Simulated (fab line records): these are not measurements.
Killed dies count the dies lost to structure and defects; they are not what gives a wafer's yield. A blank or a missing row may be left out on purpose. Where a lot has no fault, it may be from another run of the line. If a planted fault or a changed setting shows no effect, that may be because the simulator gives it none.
Split-lot trial -- flow n5-finfet -- route with 1938 steps; 7 lots, 21 wafers read

## THE SPLIT
At N5_BEOL_M15_ILD_DEP_00 (deposits SiO2 from TEOS/O2, target thk 1629.3 nm, time 346.1 s), the setting temp-c was moved away from the recipe's 400 C on 5 of the 21 wafers read, by -1.8% to +1.1%. For the rest of the wafers, this setting stayed at what the recipe calls for.

There is no step in the file separating the split from the reading.

## THE READING
M15_ILD_THK in nanometres, read at N5_BEOL_M15_THK_MEAS_01. Typical for fault-free wafers on this fab line: 1615 nm, with standard deviation 22 nm.

wafer,"tool, chamber at the split","temp-c as run, C",against the recipe,"M15_ILD_THK, nm",against lot-mates on the recipe
L079.2,"pecvd-04, 2",400,recipe,1634,-
L079.5,"pecvd-04, 1",400,recipe,1622,-
L079.6,"pecvd-04, 2",400,recipe,1659,-
L081.1,"pecvd-01, 1",400,recipe,1576,-
L081.3,"pecvd-01, 0",400,recipe,1586,-
L081.5,"pecvd-01, 1",400,recipe,1595,-
L083.1,"pecvd-01, 1",400,recipe,1587,-
L083.3,"pecvd-01, 2",404.4,+1.1%,1552,-44
L083.4,"pecvd-01, 1",400,recipe,1606,-
L084.2,"pecvd-01, 2",400,recipe,1588,-
L084.5,"pecvd-01, 2",400,recipe,1617,-
L084.6,"pecvd-01, 1",400,recipe,1601,-
L091.2,"pecvd-01, 1",400,recipe,1618,-
L091.4,"pecvd-01, 1",392.9,-1.8%,1723,+96
L091.6,"pecvd-01, 0",400,recipe,1635,-
L094.1,"pecvd-01, 2",396.1,-1.0%,1630,+26
L094.2,"pecvd-01, 0",396.1,-1.0%,1639,+35
L094.3,"pecvd-01, 1",400,recipe,1604,-
L095.1,"pecvd-02, 2",400,recipe,1601,-
L095.2,"pecvd-02, 0",396.8,-0.8%,1629,+28
L095.3,"pecvd-02, 0",400,recipe,1600,-

THE FIT
A straight line over all 21 wafers: M15_ILD_THK changes by -49.2 nm for each +1% of temp-c; r = -0.79; the points scatter about the line by 22 nm.
The same after taking each lot's own level away (the mean of its wafers on the recipe; 21 wafers): -44.1 nm for each +1%; r = -0.92; scatter 11 nm.
According to that fit, moving temp-c by its largest amount changes the reading by 78 nm.
Across the lots, their own levels run from 1585.7 to 1638.3 nm, a range of 2.4 times the standard deviation given above.
So the lot-to-lot level blurs the effect unless lot-mates are compared.
Check: for one of the wafers moved furthest among these (-1.8%), held out of the fit, the line's prediction against its lot-mates is +61.9 nm. Against them it came out at +96.5 nm.

## OTHER SPLITS APPLIED TO THESE WAFERS
Before the reading, these wafers also passed through other splits. Each is held against what the fit with the lots' levels taken away leaves over:
other split on the same wafers,wafers away from the commonest value,r with M15_ILD_THK (lot level and that fit taken away)
N5_BEOL_M12_COAT_66 spin-rpm,5,+0.17
N5_BEOL_M12_DEP_53 time-s,6,-0.07
N5_BEOL_M13_ILD_DEP_00 time-s,7,+0.27
N5_BEOL_M13_DEP_53 time-s,8,+0.18
N5_BEOL_M14_EXPOSE_07 dose-mj,9,-0.04

## THE WHOLE CHAIN: every reading that the file lists as answering this split, in the file's order
step,what it does,reading,change (the file's fit),r (the file's)
N5_BEOL_M15_ILD_DEP_00,"deposits SiO2 from TEOS/O2, target thk 1629.3 nm, time 346.1 s","SiO2_of_BEOL_M15_ILD_DEP_00.thk-nm (the simulator's own value, which no gauge read)",-45.9 nm for each +1% of the setting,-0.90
N5_BEOL_M15_THK_MEAS_01,,M15_ILD_THK,-45.8 for each +1% of the setting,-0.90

## FILE'S OWN FIT
M15_ILD_THK changes by -45.8 nm for each +1% of temp-c, r = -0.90.
